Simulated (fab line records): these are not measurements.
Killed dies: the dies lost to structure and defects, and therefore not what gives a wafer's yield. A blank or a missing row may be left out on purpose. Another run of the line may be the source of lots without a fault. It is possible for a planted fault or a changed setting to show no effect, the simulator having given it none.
Chamber matching	flow n5 finfet	4 sister chambers for N5_BEOL_M8_CMP_52 on cmp-01
The step polishes, stops on SiCOH lowk, t overpolish 6.9 s, target thk 80 nm. 4 wafers are shown with their chamber, then 8 later ones without.

## WAFERS, EACH WITH ITS CHAMBER
wafer	chamber	motor current A (A)
L087.3	2	5.1
L089.3	1	6.7
L089.6	3	5.8
L088.1	0	5.8

## WAFERS MISSING THEIR CHAMBER
wafer	motor current A (A)
L088.3	6.6
L088.4	5.9
L091.2	5.3
L091.5	5.6
L091.6	6.0
L093.3	6.0
L093.4	5.7
L093.6	5.7

## THE CHAMBER EACH PASSED THROUGH
wafer	from the rows above	in truth
L088.3	1	1
L088.4	can't be placed: 0 or 3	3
L091.2	can't be placed: 2 or 0 or 3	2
L091.5	can't be placed: 0 or 3 or 2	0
L091.6	can't be placed: 0 or 3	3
L093.3	can't be placed: 0 or 3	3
L093.4	can't be placed: 0 or 3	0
L093.6	can't be placed: 0 or 3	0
Correct placement for 1 of the 8. Can't be placed from these rows: 7 (the true chamber is among the candidates in 7). Placed wrongly: 0.
How it was worked out, from the rows above alone: a wafer's distance from a chamber is the root of the sum, over the readings, of the square of ((its reading less the chamber's mean) divided by the reading's scatter). The wafer belongs to the nearest chamber; if the next one is less than 2 further off, it can't be placed. A chamber's mean is the mean of its shown wafers. The scatter: root of mean squared gap, hidden wafer to nearest shown wafer, with one shown wafer a chamber.
